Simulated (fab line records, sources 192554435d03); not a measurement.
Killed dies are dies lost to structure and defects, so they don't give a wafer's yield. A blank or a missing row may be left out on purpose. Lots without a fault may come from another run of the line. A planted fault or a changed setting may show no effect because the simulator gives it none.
Split-lot experiment | flow n5_finfet | 7 lots, 21 wafers read, on a route of 1938 steps

THE SPLIT
At N5_DUMMY_GATE_COAT_28 (time 60 s, resist thk 10 nm), the setting spin_rpm was moved away from the recipe's 1500 rpm on 9 of the 21 wafers read, by -6.5% to +10.1%. The other wafers ran this setting at the recipe's value.

The reading is taken at the split's own step.

THE READING
underlayer_of_DUMMY_GATE_COAT_28.thk_nm (the simulator's own value, which no gauge read), in nm, at N5_DUMMY_GATE_COAT_28 (time 60 s, resist thk 10 nm). The file gives no usual value for it.

wafer  | tool, chamber at the split | spin_rpm as run, rpm | against the recipe | underlayer_of_DUMMY_GATE_COAT_28.thk_nm, nm | against lot-mates on the recipe
L077.1 | litho_track-01, 0          | 1500                 | recipe             | 10                                          | -
L077.3 | litho_track-01, 0          | 1567                 | +4.5%              | 9.8                                         | -0.2
L077.5 | litho_track-01, 0          | 1567                 | +4.5%              | 9.8                                         | -0.2
L079.1 | litho_track-01, 0          | 1607                 | +7.1%              | 9.6                                         | no lot-mate on the recipe
L079.2 | litho_track-01, 0          | 1607                 | +7.1%              | 9.6                                         | no lot-mate on the recipe
L079.4 | litho_track-01, 0          | 1607                 | +7.1%              | 9.6                                         | no lot-mate on the recipe
L083.4 | litho_track-05, 0          | 1652                 | +10.1%             | 9.6                                         | -0.4
L083.5 | litho_track-05, 0          | 1652                 | +10.1%             | 9.6                                         | -0.4
L083.6 | litho_track-05, 0          | 1500                 | recipe             | 10                                          | -
L084.2 | litho_track-02, 0          | 1500                 | recipe             | 10                                          | -
L084.3 | litho_track-02, 0          | 1500                 | recipe             | 10                                          | -
L084.5 | litho_track-02, 0          | 1500                 | recipe             | 10                                          | -
L086.2 | litho_track-02, 0          | 1500                 | recipe             | 10                                          | -
L086.5 | litho_track-02, 0          | 1500                 | recipe             | 10                                          | -
L086.4 | litho_track-02, 0          | 1640                 | +9.3%              | 9.6                                         | -0.4
L087.1 | litho_track-01, 0          | 1500                 | recipe             | 10                                          | -
L087.3 | litho_track-01, 0          | 1500                 | recipe             | 10                                          | -
L087.6 | litho_track-01, 0          | 1402                 | -6.5%              | 10.4                                        | +0.4
L094.1 | litho_track-02, 0          | 1500                 | recipe             | 10                                          | -
L094.2 | litho_track-02, 0          | 1500                 | recipe             | 10                                          | -
L094.6 | litho_track-02, 0          | 1500                 | recipe             | 10                                          | -

THE FIT
A straight line over all 21 wafers: underlayer_of_DUMMY_GATE_COAT_28.thk_nm changes by -0.0477 nm for each +1% of spin_rpm; r = -0.98; the points scatter about the line by 0.042 nm.
The same after taking each lot's own level away (the mean of its wafers on the recipe; 18 wafers): -0.0443 nm for each +1%; r = -0.99; scatter 0.03 nm.
On that fit, the largest move of spin_rpm shifts the reading by 0.45 nm.
The lots' own levels span 10.00 to 10.00 nm.
So the lot-to-lot level changes the slope little: the two slopes agree.
Check: with one of the wafers moved furthest among these (+10.1%) left out of the fit, the line predicts -0.451 nm for it against its lot-mates. It came out at -0.4 nm against them.

OTHER SPLITS ON THESE WAFERS
These wafers also went through other splits before the reading. Each is held against what the fit with the lots' levels taken away leaves over:
other split on the same wafers        | wafers away from the commonest value | r with underlayer_of_DUMMY_GATE_COAT_28.thk_nm (lot level and that fit taken away)
N5_ZERO_LAYER_EXPOSE_08 dose_mj       | 9                                    | +0.15
N5_FIN_SAQP_SPACER1_ALD_24 ald_cycles | 5                                    | -0.16

THE FILE'S OWN FIT
underlayer_of_DUMMY_GATE_COAT_28.thk_nm changes by -0.0447 nm for each +1% of spin_rpm, r = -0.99.
